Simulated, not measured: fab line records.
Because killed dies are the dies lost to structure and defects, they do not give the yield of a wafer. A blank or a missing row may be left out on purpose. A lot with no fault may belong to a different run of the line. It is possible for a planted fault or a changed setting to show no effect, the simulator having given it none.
A lot that was struck, set against a sound lot | flow nand_harc | 14 steps out of a route of 1302
Sound: the wafers L203.2, L203.4, L203.5. Struck: wafers L209.4, L209.5 (left out: L209.6, a lot-mate that was not struck); the cause follows at the end.
At each step with rows: each side's tool, then ch and its chambers, then its first start. Under that, the readings that differ: sound wafers | struck wafers | difference of the means | sigmas: that difference in standard deviations of wafers without a fault.
alike: words and numbers the same on both sides, and readings whose means are apart by under 2 such deviations; not compared: readings that were withheld, readings missing a value for some wafer, numbers with overlapping values and no deviation given by the record, and bounds like >300 which may hide the same value.
A row with sigmas, a row that says differs or no value, or rows on one side alone: a step with any of these is where the two part. Numbers that don't overlap but have no deviation are shown without sigmas and don't part them. A reading that every wafer of one side lacks parts them only if that side has two wafers or more.

first, 1 step without rows for these wafers: NHARC_A_STAIRCASE_HARDBAKE_218 (time 140 s).
NHARC_A_STAIRCASE_DESCUM_219: chemistry O2, time 3 s.
  sound on rie_diel-05 ch 1,3, day 20 21:29; struck on rie_diel-11 ch 0,2, day 22 16:28
  alike: drypump_motor_current_A, o2_flow_sccm, oes_product_au, rf_vpp_V, showerhead_plenum_p_Torr, throttle_valve_pct
  not compared: rf_hours_counter_h
NHARC_A_STAIRCASE_TRIM_220: chemistry O2, time 211.2 s.
  sound on rie_diel-05 ch 0,1,3, day 20 21:36; struck on rie_diel-11 ch 2,3, day 22 16:35
  alike: drypump_motor_current_A, o2_flow_sccm, oes_product_au, rf_vpp_V, showerhead_plenum_p_Torr, throttle_valve_pct
  not compared: rf_hours_counter_h
NHARC_A_STAIRCASE_ETCH_221: etches the open film in C4F8/O2, target depth 100 nm, time 40.5 s.
  sound on rie_diel-05 ch 1,2,3; struck on rie_diel-11 ch 1,2
  alike: oes_product_au, rf_vpp_V, run_length_s
  not compared: rf_hours_counter_h
then, 1 step without rows for these wafers: NHARC_A_STAIRCASE_TRIM_222 (chemistry O2, time 211.2 s).
NHARC_A_STAIRCASE_ETCH_223: etches the open film in C4F8/O2, target depth 100 nm, time 40.5 s.
  sound on rie_diel-05 ch 0,2,3; struck on rie_diel-11 ch 1
  alike: oes_product_au, rf_vpp_V, run_length_s
  not compared: rf_hours_counter_h
NHARC_A_STAIRCASE_TRIM_224: chemistry O2, time 211.2 s.
  sound on rie_diel-05 ch 0,3; struck on rie_diel-11 ch 1,3
  alike: drypump_motor_current_A, o2_flow_sccm, oes_product_au, rf_vpp_V, showerhead_plenum_p_Torr, throttle_valve_pct
  not compared: rf_hours_counter_h
then, 4 steps without rows for these wafers: NHARC_A_STAIRCASE_ETCH_225 (etches the open film in C4F8/O2, target depth 100 nm, time 40.5 s); NHARC_A_STAIRCASE_TRIM_226 (chemistry O2, time 211.2 s); NHARC_A_STAIRCASE_ETCH_227 (etches the open film in C4F8/O2, target depth 100 nm, time 40.5 s); NHARC_A_STAIRCASE_TRIM_229 (chemistry O2, time 211.2 s).
NHARC_A_STAIRCASE_ETCH_230: etches the open film in C4F8/O2, target depth 100 nm, time 40.5 s.
  sound on rie_diel-05 ch 0,2,3, day 20 22:48; struck on rie_diel-11 ch 1,2, day 22 20:43
  reading          | sound          | struck    | difference | sigmas
  run_length_s (s) | 61.6 62.2 61.0 | 48.7 48.8 | -12.9      | -36
  alike: oes_product_au, rf_vpp_V
  not compared: rf_hours_counter_h
then, 1 step without rows for these wafers: NHARC_A_STAIRCASE_TRIM_231 (chemistry O2, time 211.2 s).
-- break in the record here, with 8 days between the starts of the struck wafers on either side (left off in module A_STAIRCASE, picked up again in module END, where the first step shown is number 1302 on the route) --
NHARC_END_SORT_01:
  at this point the record logs the struck wafers (prober-01 ch 0, day 30 17:41) and has no rows for the sound ones

== WHERE THEY PART ==
Earliest at NHARC_A_STAIRCASE_ETCH_230; latest, in this record, at NHARC_END_SORT_01.

WHY: the cause the simulator had injected
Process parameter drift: rie_diel-11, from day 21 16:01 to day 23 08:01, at NHARC_A_STAIRCASE_ETCH_230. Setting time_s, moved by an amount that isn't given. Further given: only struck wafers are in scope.
